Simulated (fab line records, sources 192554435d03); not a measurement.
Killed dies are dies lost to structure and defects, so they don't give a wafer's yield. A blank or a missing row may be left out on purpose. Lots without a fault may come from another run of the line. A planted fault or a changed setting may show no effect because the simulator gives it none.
Split-lot experiment | flow n5_finfet | 7 lots, 21 wafers read, on a route of 1938 steps

THE SPLIT
At N5_BEOL_M6_ETCH_62 (etches SOC in N2/H2, target depth 110 nm, overetch 22 nm, time 165 s), the setting bias_w was moved away from the recipe's 150 W on 8 of the 21 wafers read, by -17.8% to +15.4%. The other wafers ran this setting at the recipe's value.

The reading is taken at the split's own step.

THE READING
rf_vpp_V, in V, at N5_BEOL_M6_ETCH_62 (etches SOC in N2/H2, target depth 110 nm, overetch 22 nm, time 165 s). Fault-free wafers of this fab line usually give 524 V, standard deviation 3.5 V.

wafer  | tool, chamber at the split | bias_w as run, W | against the recipe | rf_vpp_V, V | against lot-mates on the recipe
L076.1 | rie_diel-05, 1             | 127.9            | -14.7%             | 472         | -54
L076.3 | rie_diel-05, 2             | 150              | recipe             | 528         | -
L076.6 | rie_diel-05, 1             | 150              | recipe             | 523         | -
L077.3 | rie_diel-03, 0             | 150              | recipe             | 528         | -
L077.4 | rie_diel-03, 1             | 150              | recipe             | 530         | -
L077.6 | rie_diel-03, 0             | 150              | recipe             | 529         | -
L078.2 | rie_diel-05, 3             | 150              | recipe             | 526         | -
L078.4 | rie_diel-05, 0             | 150              | recipe             | 518         | -
L078.5 | rie_diel-05, 3             | 150              | recipe             | 526         | -
L081.3 | rie_diel-01, 0             | 127.6            | -14.9%             | 473         | -56
L081.4 | rie_diel-01, 2             | 127.6            | -14.9%             | 472         | -57
L081.6 | rie_diel-01, 3             | 150              | recipe             | 529         | -
L091.2 | rie_diel-03, 2             | 129.8            | -13.5%             | 480         | -43
L091.3 | rie_diel-03, 3             | 129.8            | -13.5%             | 477         | -46
L091.6 | rie_diel-03, 3             | 150              | recipe             | 523         | -
L093.2 | rie_diel-01, 1             | 150              | recipe             | 522         | -
L093.4 | rie_diel-01, 3             | 150              | recipe             | 528         | -
L093.5 | rie_diel-01, 2             | 173.1            | +15.4%             | 571         | +46
L095.3 | rie_diel-05, 1             | 123.3            | -17.8%             | 461         | -66
L095.4 | rie_diel-05, 3             | 123.3            | -17.8%             | 464         | -63
L095.5 | rie_diel-05, 2             | 150              | recipe             | 527         | -

THE FIT
A straight line over all 21 wafers: rf_vpp_V changes by +3.44 V for each +1% of bias_w; r = +0.99; the points scatter about the line by 3.4 V.
The same after taking each lot's own level away (the mean of its wafers on the recipe; 21 wafers): +3.48 V for each +1%; r = +0.99; scatter 3.2 V.
On that fit, the largest move of bias_w shifts the reading by 62 V.
The lots' own levels span 523.0 to 529.0 V, that is 1.7 times the standard deviation above.
So the lot-to-lot level changes the slope little: the two slopes agree.
Check: with one of the wafers moved furthest among these (-17.8%) left out of the fit, the line predicts -62.2 V for it against its lot-mates. It came out at -66 V against them.
Tool readings at the split's step, against how far the setting was moved: rf_vpp_V r = +0.99.

OTHER SPLITS ON THESE WAFERS
These wafers also went through other splits before the reading. Each is held against what the fit with the lots' levels taken away leaves over:
other split on the same wafers    | wafers away from the commonest value | r with rf_vpp_V (lot level and that fit taken away)
N5_BEOL_M4_COAT_73 spin_rpm       | 7                                    | +0.16
N5_BEOL_M5_HM_DEP_02 target_thk_a | 7                                    | +0.05
N5_BEOL_M5_COAT_60 spin_rpm       | 5                                    | +0.26

THE WHOLE CHAIN: every reading that the file lists as answering this split, in the file's order
step               | what it does                                                         | reading                                                                          | change (the file's fit)                | r (the file's)
N5_BEOL_M6_ETCH_62 | etches SOC in N2/H2, target depth 110 nm, overetch 22 nm, time 165 s | rf_vpp_V                                                                         | +3.5 V for each +1% of the setting     | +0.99
N5_BEOL_M6_ETCH_62 | etches SOC in N2/H2, target depth 110 nm, overetch 22 nm, time 165 s | SiARC_of_BEOL_M6_COAT_60.thk_nm (the simulator's own value, which no gauge read) | -0.0893 nm for each +1% of the setting | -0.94

THE FILE'S OWN FIT
rf_vpp_V changes by +3.5 V for each +1% of bias_w, r = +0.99.
